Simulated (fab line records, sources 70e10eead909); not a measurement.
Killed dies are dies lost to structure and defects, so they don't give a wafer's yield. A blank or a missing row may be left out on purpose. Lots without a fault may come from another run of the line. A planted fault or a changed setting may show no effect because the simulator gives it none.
A struck lot beside a sound one | flow nand_harc | 14 steps out of a route of 1159
Sound: wafers L964.1, L964.3, L964.5. Struck: wafers L971.4, L971.5, L971.6. The cause comes at the end.
At each step with rows: each side's tool, then ch and its chambers, then its first start. Under that, the readings that differ: sound wafers | struck wafers | difference of the means | sigmas: that difference in standard deviations of wafers without a fault.
alike: readings whose means differ by less than 2 such deviations, and words and numbers that are the same on both sides. not compared: withheld readings, readings that some wafer has no value for, bounds like >300 that may hide the same value, and numbers for which the record gives no deviation and whose values overlap.
The two part at a step that has a row with sigmas, a row that says differs or no value, or rows on one side only. Numbers that don't overlap but have no deviation are shown without sigmas and don't part them. A reading that every wafer of one side lacks parts them only if that side has two wafers or more.

first, 7 steps without rows for these wafers: NHARC_A_M0_COAT_33 (time 65 s); NHARC_A_M0_COAT_03 (resist thk 90 nm); NHARC_A_M0_SOFTBAKE_04 (time 55 s); NHARC_A_M0_EBR_05; NHARC_A_M0_EXPOSE_06 (exposes mask A M0, target cd 80 nm); NHARC_A_M0_PEB_07 (peb time 65 s); NHARC_A_M0_DEVELOP_08 (develop time 35 s).
NHARC_A_M0_CD_MEAS_09: target cd 80 nm.
  sound on cd_sem-03 ch 0, day 18 20:48; struck on cd_sem-03 ch 0, day 20 17:47
  alike: cd_nm
NHARC_A_M0_OVL_MEAS_10: pitch 160 nm.
  sound on overlay-01, day 18 20:53; struck on overlay-02, day 20 17:53
  alike: overlay_x_nm, overlay_y_nm
NHARC_A_M0_INSPECT_11:
  sound on defect_inspect-02, day 18 20:56; struck on defect_inspect-02, day 20 17:55
  reading          | sound    | struck   | difference | sigmas
  raw_defect_count | 27 22 24 | 54 48 44 | +24        | +2
NHARC_A_M0_DESCUM_14: chemistry O2, time 3 s.
  sound on rie_diel-05 ch 0,2, day 18 20:59; struck on rie_diel-05 ch 1,2, day 20 17:58
  alike: drypump_motor_current_A, oes_product_au, rf_vpp_V, showerhead_plenum_p_Torr, throttle_valve_pct
  not compared: rf_hours_counter_h
NHARC_A_M0_ETCH_34: etches the open film in N2/H2, target depth 40 nm, overetch 12 nm, time 43.94 s.
  sound on rie_diel-05 ch 0,1, day 18 21:04; struck on rie_diel-05 ch 0,2,3, day 20 18:12
  alike: bias_w, chamber_pressure_mTorr, drypump_motor_current_A, h2_flow_sccm, oes_product_au, rf_vpp_V, showerhead_plenum_p_Torr, throttle_valve_pct
  not compared: rf_hours_counter_h
NHARC_A_M0_ETCH_15: etches the open film in C4F8/Ar, target depth 150 nm, overetch 15 nm, time 82.5 s.
  sound on rie_diel-05 ch 2,3, day 18 21:10; struck on rie_diel-05 ch 0,2,3, day 20 18:17
  no value came back on the struck wafers for bias_w (W), chamber_pressure_mTorr (mTorr), oes_product_au (a.u.), rf_vpp_V (V); on the sound wafers bias_w (W) reads 298.2 299.3 300.1
  not compared: rf_hours_counter_h
NHARC_A_M0_CD_MEAS_16:
  sound on cd_sem-02, day 18 21:17; struck on cd_sem-02, day 20 18:25
  alike: cd_nm

WHERE THEY PART
First at NHARC_A_M0_INSPECT_11; last, within this record, at NHARC_A_M0_ETCH_15. Later steps at which nothing parts them and some readings are alike: NHARC_A_M0_CD_MEAS_16.

WHY: what the simulator had put in
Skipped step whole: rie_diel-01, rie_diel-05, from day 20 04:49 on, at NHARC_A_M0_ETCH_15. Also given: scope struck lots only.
